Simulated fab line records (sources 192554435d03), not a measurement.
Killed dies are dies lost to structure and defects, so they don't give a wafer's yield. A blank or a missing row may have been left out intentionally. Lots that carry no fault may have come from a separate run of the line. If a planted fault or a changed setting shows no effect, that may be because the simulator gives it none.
Chamber matching || flow n5-finfet || N5_FIN_SAQP_FIN_ETCH_36 on rie-si-05 has 4 sister chambers
The step etches the open film in HBr/Cl2/O2, target depth 120 nm, time 50.4 s. 18 wafers are shown with their chamber, then 9 later ones without.

## WAFERS WITH THEIR CHAMBER
{"wafer": "L074.1", "chamber": 0, "drypump-motor-current-A (A)": 5.8, "throttle-valve-pct (%)": 36.1, "oes-product-au (a.u.)": 1.006}
{"wafer": "L074.2", "chamber": 2, "drypump-motor-current-A (A)": 4.8, "throttle-valve-pct (%)": 36.4, "oes-product-au (a.u.)": 0.956}
{"wafer": "L074.4", "chamber": 3, "drypump-motor-current-A (A)": 6.5, "throttle-valve-pct (%)": 37.1, "oes-product-au (a.u.)": 0.961}
{"wafer": "L075.3", "chamber": 3, "drypump-motor-current-A (A)": 6.4, "throttle-valve-pct (%)": 37.0, "oes-product-au (a.u.)": 0.977}
{"wafer": "L075.4", "chamber": 1, "drypump-motor-current-A (A)": 5.5, "throttle-valve-pct (%)": 36.1, "oes-product-au (a.u.)": 1.013}
{"wafer": "L075.6", "chamber": 2, "drypump-motor-current-A (A)": 4.8, "throttle-valve-pct (%)": 36.4, "oes-product-au (a.u.)": 0.965}
{"wafer": "L077.1", "chamber": 1, "drypump-motor-current-A (A)": 5.5, "throttle-valve-pct (%)": 36.1, "oes-product-au (a.u.)": 1.007}
{"wafer": "L077.2", "chamber": 2, "drypump-motor-current-A (A)": 4.8, "throttle-valve-pct (%)": 36.4, "oes-product-au (a.u.)": 0.957}
{"wafer": "L077.5", "chamber": 3, "drypump-motor-current-A (A)": 6.4, "throttle-valve-pct (%)": 37.1, "oes-product-au (a.u.)": 0.962}
{"wafer": "L083.1", "chamber": 0, "drypump-motor-current-A (A)": 5.8, "throttle-valve-pct (%)": 36.1, "oes-product-au (a.u.)": 1.036}
{"wafer": "L083.2", "chamber": 3, "drypump-motor-current-A (A)": 6.5, "throttle-valve-pct (%)": 37.0, "oes-product-au (a.u.)": 0.979}
{"wafer": "L083.5", "chamber": 2, "drypump-motor-current-A (A)": 4.8, "throttle-valve-pct (%)": 36.4, "oes-product-au (a.u.)": 0.961}
{"wafer": "L085.1", "chamber": 1, "drypump-motor-current-A (A)": 5.5, "throttle-valve-pct (%)": 36.1, "oes-product-au (a.u.)": 0.996}
{"wafer": "L085.3", "chamber": 0, "drypump-motor-current-A (A)": 5.8, "throttle-valve-pct (%)": 36.1, "oes-product-au (a.u.)": 1.023}
{"wafer": "L085.5", "chamber": 2, "drypump-motor-current-A (A)": 4.8, "throttle-valve-pct (%)": 36.4, "oes-product-au (a.u.)": 0.953}
{"wafer": "L086.1", "chamber": 3, "drypump-motor-current-A (A)": 6.5, "throttle-valve-pct (%)": 37.1, "oes-product-au (a.u.)": 0.963}
{"wafer": "L086.4", "chamber": 0, "drypump-motor-current-A (A)": 5.8, "throttle-valve-pct (%)": 36.1, "oes-product-au (a.u.)": 1.022}
{"wafer": "L086.5", "chamber": 2, "drypump-motor-current-A (A)": 4.8, "throttle-valve-pct (%)": 36.4, "oes-product-au (a.u.)": 0.936}

SIGNATURES, as means of the wafers listed above
{"reading": "drypump-motor-current-A", "chamber 0": 5.800, "chamber 1": 5.500, "chamber 2": 4.800, "chamber 3": 6.460, "scatter within a chamber": 0.0293}
{"reading": "throttle-valve-pct", "chamber 0": 36.100, "chamber 1": 36.100, "chamber 2": 36.400, "chamber 3": 37.060, "scatter within a chamber": 0.0293}
{"reading": "oes-product-au", "chamber 0": 1.02175, "chamber 1": 1.00533, "chamber 2": 0.95467, "chamber 3": 0.96840, "scatter within a chamber": 0.0101}
Rule: for each reading, subtract the chamber's mean from the wafer's reading, divide by that reading's scatter and square the result; add these up over the readings and take the root, which gives the wafer's distance from the chamber. If the next closest chamber is less than 2 further off than the closest, the wafer can't be placed; otherwise it belongs to the closest. How the scatter is found: for the shown wafers, subtract from each reading the mean of its chamber, square and add these, divide the total by (wafers less chambers), then take the root.

## WAFERS MISSING THEIR CHAMBER
{"wafer": "L094.2", "drypump-motor-current-A (A)": 5.8, "throttle-valve-pct (%)": 36.1, "oes-product-au (a.u.)": 1.032}
{"wafer": "L094.4", "drypump-motor-current-A (A)": 6.5, "throttle-valve-pct (%)": 37.1, "oes-product-au (a.u.)": 0.957}
{"wafer": "L094.6", "drypump-motor-current-A (A)": 4.8, "throttle-valve-pct (%)": 36.4, "oes-product-au (a.u.)": 0.961}
{"wafer": "L096.2", "drypump-motor-current-A (A)": 5.5, "throttle-valve-pct (%)": 36.1, "oes-product-au (a.u.)": 0.998}
{"wafer": "L096.4", "drypump-motor-current-A (A)": 6.4, "throttle-valve-pct (%)": 37.0, "oes-product-au (a.u.)": 0.967}
{"wafer": "L096.6", "drypump-motor-current-A (A)": 6.5, "throttle-valve-pct (%)": 37.1, "oes-product-au (a.u.)": 0.964}
{"wafer": "L097.2", "drypump-motor-current-A (A)": 5.5, "throttle-valve-pct (%)": 36.1, "oes-product-au (a.u.)": 1.004}
{"wafer": "L097.3", "drypump-motor-current-A (A)": 6.5, "throttle-valve-pct (%)": 37.0, "oes-product-au (a.u.)": 0.972}
{"wafer": "L097.4", "drypump-motor-current-A (A)": 4.8, "throttle-valve-pct (%)": 36.4, "oes-product-au (a.u.)": 0.962}

## WHICH CHAMBER EACH ONE RAN IN
{"wafer": "L094.2", "from the rows above": 0, "in truth": 0}
{"wafer": "L094.4", "from the rows above": 3, "in truth": 3}
{"wafer": "L094.6", "from the rows above": 2, "in truth": 2}
{"wafer": "L096.2", "from the rows above": 1, "in truth": 1}
{"wafer": "L096.4", "from the rows above": 3, "in truth": 3}
{"wafer": "L096.6", "from the rows above": 3, "in truth": 3}
{"wafer": "L097.2", "from the rows above": 1, "in truth": 1}
{"wafer": "L097.3", "from the rows above": 3, "in truth": 3}
{"wafer": "L097.4", "from the rows above": 2, "in truth": 2}
9 of 9 placed correctly. Number that these rows cannot place: 0. Number placed wrongly: 0.
